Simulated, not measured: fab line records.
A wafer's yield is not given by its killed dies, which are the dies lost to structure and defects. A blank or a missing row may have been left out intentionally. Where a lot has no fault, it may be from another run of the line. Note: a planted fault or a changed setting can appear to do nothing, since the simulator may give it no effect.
Which tool is to blame?    flow nand-harc    66 wafers from 22 lots sampled at 4 of the route's 1302 steps

== WHAT THE GAUGES SHOWED, per wafer ==
NHARC_P_GATE_INSPECT_28. Usual: 6.1 for raw-defect-count, sd 3.
lot   measured      on                 raw-defect-count  flag
L074  day 5 00:20   defect-inspect-02  4 3 6             
L075  day 5 13:35   defect-inspect-02  2 6 6             
L076  day 5 13:44   defect-inspect-01  7 1 2             
L077  day 6 07:43   defect-inspect-01  1 5 4             
L078  day 6 14:55   defect-inspect-01  4 3 8             
L079  day 7 03:58   defect-inspect-01  9 9 4             
L080  day 7 17:02   defect-inspect-02  9 8 14            
L082  day 8 18:09   defect-inspect-01  4 5 11            
L083  day 9 01:37   defect-inspect-02  4 12 4            
L084  day 9 15:59   defect-inspect-01  4 6 8             
L086  day 10 00:11  defect-inspect-02  10 2 8            
L087  day 10 11:29  defect-inspect-01  3 7 8             
L088  day 11 03:35  defect-inspect-01  4 5 5             
L089  day 11 14:29  defect-inspect-01  7 7 9             
L090  day 11 17:39  defect-inspect-01  11 11 7           
L091  day 12 06:19  defect-inspect-01  8 9 10            
L092  day 12 16:05  defect-inspect-01  7 4 3             
L093  day 12 16:31  defect-inspect-01  7 3 5             
L094  day 13 06:22  defect-inspect-01  5 2 9             
L095  day 13 16:43  defect-inspect-02  9 4 6             
L096  day 14 01:35  defect-inspect-02  4 4 13            
L097  day 14 16:14  defect-inspect-02  6 6 2             

== WHAT TOOL EACH LOT RAN ON (gives the tool, then ch and the chambers of the sampled wafers, and finally the start) ==
lot   NHARC_P_ZERO_WELL_ETCH_63         NHARC_P_ZERO_WELL_DESCUM_26         NHARC_P_GATE_DESCUM_13
L074  rie-si-06 ch 0,2,3, day 1 21:41   rie-diel-13 ch 0,2,3, day 1 22:46   rie-diel-07 ch 1,2, day 4 09:49
L075  rie-si-03 ch 1,3, day 2 08:41     rie-diel-06 ch 0,1,3, day 2 09:48   rie-diel-07 ch 0,2,3, day 4 23:39
L076  rie-si-03 ch 2,3, day 2 17:40     rie-diel-01 ch 0,2,3, day 2 18:46   rie-diel-05 ch 0,1,2, day 4 23:29
L077  rie-si-06 ch 0,3, day 3 03:35     rie-diel-13 ch 0,2,3, day 3 04:33   rie-diel-07 ch 1,2, day 5 11:05
L078  rie-si-03 ch 0,2,3, day 3 13:48   rie-diel-13 ch 1,2,3, day 3 14:53   rie-diel-12 ch 0,1,2, day 5 23:01
L079  rie-si-03 ch 1,2,3, day 3 23:40   rie-diel-06 ch 0,1,2, day 4 00:45   rie-diel-12 ch 0,1,2, day 6 10:05
L080  rie-si-06 ch 0,2,3, day 4 09:34   rie-diel-13 ch 0,1,3, day 4 10:39   rie-diel-05 ch 1,3, day 6 22:31
L082  rie-si-06 ch 0,1,3, day 5 05:57   rie-diel-06 ch 0,2, day 5 06:56     rie-diel-07 ch 2,3, day 8 01:37
L083  rie-si-02 ch 1,3, day 5 15:40     rie-diel-01 ch 1,2,3, day 5 16:38   rie-diel-07 ch 1,3, day 8 08:58
L084  rie-si-02 ch 0,3, day 6 01:38     rie-diel-01 ch 1,2,3, day 6 02:38   rie-diel-12 ch 1,2, day 8 23:01
L086  rie-si-06 ch 0,1,3, day 6 22:10   rie-diel-13 ch 0,1,2, day 6 23:07   rie-diel-05 ch 0,3, day 9 10:17
L087  rie-si-02 ch 2,3, day 7 07:32     rie-diel-01 ch 0,1,3, day 7 08:42   rie-diel-12 ch 0,1, day 9 20:14
L088  rie-si-06 ch 0,1, day 7 17:31     rie-diel-13 ch 1,2, day 7 18:37     rie-diel-07 ch 1,3, day 10 12:19
L089  rie-si-06 ch 0,3, day 8 03:40     rie-diel-06 ch 0,1, day 8 04:45     rie-diel-07 ch 1,2, day 10 20:23
L090  rie-si-02 ch 1,2, day 8 13:34     rie-diel-01 ch 0,1,2, day 8 15:19   rie-diel-12 ch 1,2, day 11 00:48
L091  rie-si-02 ch 2,3, day 9 00:04     rie-diel-01 ch 0,1,2, day 9 01:10   rie-diel-12 ch 1,2,3, day 11 11:34
L092  rie-si-03 ch 0,2,3, day 9 09:43   rie-diel-06 ch 0,1,2, day 9 10:47   rie-diel-12 ch 0,1,3, day 12 02:14
L093  rie-si-03 ch 0,1,3, day 9 19:43   rie-diel-13 ch 0,2,3, day 9 20:49   rie-diel-12 ch 1,2, day 12 02:04
L094  rie-si-02 ch 0,2,3, day 10 05:40  rie-diel-01 ch 2,3, day 10 06:38    rie-diel-07 ch 0,2,3, day 12 15:14
L095  rie-si-06 ch 0,1,3, day 10 15:41  rie-diel-13 ch 0,1, day 10 16:50    rie-diel-05 ch 0,1, day 12 23:39
L096  rie-si-02 ch 1,2,3, day 11 01:45  rie-diel-13 ch 0,1,3, day 11 02:50  rie-diel-05 ch 0,1,3, day 13 10:34
L097  rie-si-02 ch 0,1,3, day 11 11:41  rie-diel-06 ch 0,1,2, day 11 12:45  rie-diel-07 ch 0,3, day 14 02:21
- NHARC_P_ZERO_WELL_ETCH_63: etches the open film in HBr/Cl2, target depth 120 nm, time 40.1 s.
- NHARC_P_ZERO_WELL_DESCUM_26: chemistry O2, time 3 s.
- NHARC_P_GATE_DESCUM_13: chemistry O2, time 3 s.

== WHAT THE TOOLS THEMSELVES READ (means of the sampled wafers that have a number; where no wafer has one, the mark that the record gives instead) ==
NHARC_P_ZERO_WELL_ETCH_63. Usual: bias-w 100.0 W, standard deviation 0.31; drypump-motor-current-A 5.6 A, standard deviation 0.37; hbr-flow-sccm 150.0 sccm, standard deviation 0.46; he-backside-leak-sccm 2.77 sccm, standard deviation 0.2; oes-product-au 0.998 a.u., standard deviation 0.0091; throttle-valve-pct 26.406 %, standard deviation 0.0087.
lot   tool       bias-w (W)  drypump-motor-current-A (A)  hbr-flow-sccm (sccm)  he-backside-leak-sccm (sccm)  oes-product-au (a.u.)  throttle-valve-pct (%)  flag
L074  rie-si-06  100.1       5.8                          150.2                 2.83                          0.988                  26.411                  
L075  rie-si-03  99.6        5.6                          149.8                 2.90                          1.003                  26.407                  
L076  rie-si-03  100.0       5.1                          149.9                 2.60                          1.008                  26.410                  
L077  rie-si-06  99.9        5.5                          150.7                 2.93                          0.981                  26.408                  
L078  rie-si-03  100.3       5.4                          149.8                 2.66                          0.994                  26.399                  
L079  rie-si-03  100.0       5.4                          149.9                 2.68                          1.002                  26.408                  
L080  rie-si-06  100.1       5.8                          150.0                 2.83                          0.998                  26.412                  
L082  rie-si-06  100.1       5.8                          150.0                 2.86                          0.996                  26.400                  
L083  rie-si-02  99.8        5.4                          150.2                 2.80                          0.992                  26.410                  
L084  rie-si-02  100.0       5.6                          150.1                 2.82                          0.993                  26.404                  
L086  rie-si-06  99.9        5.8                          150.0                 2.72                          0.985                  26.408                  
L087  rie-si-02  99.6        5.7                          149.5                 2.81                          1.002                  26.413                  
L088  rie-si-06  99.7        5.9                          150.0                 2.97                          0.999                  26.407                  
L089  rie-si-06  99.8        5.7                          149.8                 2.61                          0.996                  26.404                  
L090  rie-si-02  99.7        5.5                          150.3                 2.85                          1.003                  26.408                  
L091  rie-si-02  100.1       5.7                          150.6                 2.73                          1.002                  26.411                  
L092  rie-si-03  100.0       5.4                          149.9                 2.69                          1.003                  26.409                  
L093  rie-si-03  99.8        5.5                          149.4                 2.89                          1.000                  26.410                  
L094  rie-si-02  100.2       5.6                          150.6                 2.82                          1.002                  26.409                  
L095  rie-si-06  100.1       5.8                          150.1                 2.68                          0.997                  26.406                  
L096  rie-si-02  100.0       5.5                          150.0                 2.69                          0.999                  26.412                  
L097  rie-si-02  99.8        5.4                          149.7                 2.70                          0.990                  26.409                  

NHARC_P_ZERO_WELL_DESCUM_26. Usual: drypump-motor-current-A 5.7 A, standard deviation 0.34; oes-product-au 0.996 a.u., standard deviation 0.01; rf-vpp-V 57.8 V, standard deviation 0.96; showerhead-plenum-p-Torr 1.94 Torr, standard deviation 0.083; throttle-valve-pct 11.311 %, standard deviation 0.01.
lot   tool         drypump-motor-current-A (A)  oes-product-au (a.u.)  rf-vpp-V (V)  showerhead-plenum-p-Torr (Torr)  throttle-valve-pct (%)  flag
L074  rie-diel-13  5.6                          0.995                  57.7          1.98                             11.309                  
L075  rie-diel-06  5.4                          1.001                  58.4          1.87                             11.318                  
L076  rie-diel-01  5.7                          0.985                  58.1          1.93                             11.318                  
L077  rie-diel-13  5.5                          0.998                  57.6          1.97                             11.320                  
L078  rie-diel-13  5.8                          1.003                  58.4          2.00                             11.315                  
L079  rie-diel-06  5.7                          0.993                  57.2          1.88                             11.308                  
L080  rie-diel-13  5.7                          0.986                  58.4          2.01                             11.307                  
L082  rie-diel-06  5.6                          1.005                  57.1          1.90                             11.299                  
L083  rie-diel-01  5.9                          0.996                  58.4          1.98                             11.305                  
L084  rie-diel-01  5.9                          0.996                  57.8          1.98                             11.304                  
L086  rie-diel-13  5.5                          0.985                  57.9          2.00                             11.303                  
L087  rie-diel-01  5.8                          1.003                  58.6          1.93                             11.310                  
L088  rie-diel-13  5.6                          0.991                  57.3          1.99                             11.310                  
L089  rie-diel-06  5.5                          1.002                  57.4          1.81                             11.314                  
L090  rie-diel-01  5.6                          0.996                  57.9          1.87                             11.309                  
L091  rie-diel-01  5.6                          0.998                  57.3          1.87                             11.304                  
L092  rie-diel-06  5.7                          0.992                  57.2          1.87                             11.318                  
L093  rie-diel-13  5.6                          1.005                  57.9          1.96                             11.302                  
L094  rie-diel-01  5.9                          0.990                  57.4          2.01                             11.314                  
L095  rie-diel-13  5.5                          0.998                  58.9          2.00                             11.296                  
L096  rie-diel-13  5.7                          1.000                  58.5          1.99                             11.318                  
L097  rie-diel-06  5.7                          0.996                  57.8          1.86                             11.315                  

NHARC_P_GATE_DESCUM_13. Usual: drypump-motor-current-A 5.6 A, standard deviation 0.58; oes-product-au 1.002 a.u., standard deviation 0.011; rf-vpp-V 58.0 V, standard deviation 0.91; showerhead-plenum-p-Torr 1.95 Torr, standard deviation 0.078; throttle-valve-pct 11.310 %, standard deviation 0.01.
lot   tool         drypump-motor-current-A (A)  oes-product-au (a.u.)  rf-vpp-V (V)  showerhead-plenum-p-Torr (Torr)  throttle-valve-pct (%)  flag
L074  rie-diel-07  5.7                          0.997                  58.4          2.00                             11.306                  
L075  rie-diel-07  6.4                          0.994                  58.1          1.94                             11.310                  
L076  rie-diel-05  5.4                          0.987                  57.4          1.90                             11.307                  
L077  rie-diel-07  5.7                          0.993                  57.9          2.00                             11.318                  
L078  rie-diel-12  5.4                          1.003                  57.8          2.03                             11.309                  
L079  rie-diel-12  5.5                          1.003                  58.7          2.03                             11.314                  
L080  rie-diel-05  5.7                          1.000                  57.0          1.89                             11.308                  
L082  rie-diel-07  6.3                          1.003                  58.1          1.94                             11.317                  
L083  rie-diel-07  5.6                          1.003                  57.9          1.89                             11.311                  
L084  rie-diel-12  5.7                          1.007                  58.7          2.03                             11.310                  
L086  rie-diel-05  5.6                          1.008                  57.9          1.93                             11.315                  
L087  rie-diel-12  5.2                          1.009                  57.6          2.03                             11.307                  
L088  rie-diel-07  5.6                          1.002                  57.8          1.89                             11.309                  
L089  rie-diel-07  5.7                          1.005                  58.1          2.00                             11.304                  
L090  rie-diel-12  5.7                          1.008                  57.7          2.00                             11.321                  
L091  rie-diel-12  5.3                          1.002                  58.5          1.96                             11.309                  
L092  rie-diel-12  5.1                          1.001                  57.7          1.96                             11.308                  
L093  rie-diel-12  5.7                          1.000                  57.6          2.03                             11.316                  
L094  rie-diel-07  6.4                          0.993                  57.8          1.94                             11.312                  
L095  rie-diel-05  5.4                          1.007                  58.5          1.89                             11.313                  
L096  rie-diel-05  5.6                          1.009                  57.8          1.89                             11.313                  
L097  rie-diel-07  6.6                          1.005                  58.4          1.89                             11.310                  

== THE ANSWER, worked out from the rows above alone ==
Rule: lot off if the mean of its wafers having a number is beyond 3 standard deviations from the usual mean. A lot without any number at a reading at which 4 lots or more have one is off too. All remaining lots with rows at the step are treated as sound. First the gauges in route order, then the tools' own readings, where a lot's mean is used as printed above. The first step at which some lot is off is used, and at that step the reading that is off furthest; a lot without a number counts as furthest.
No lot is off at any reading shown: from this, nothing can be told.

== WHAT THE SIMULATOR PUT IN ==
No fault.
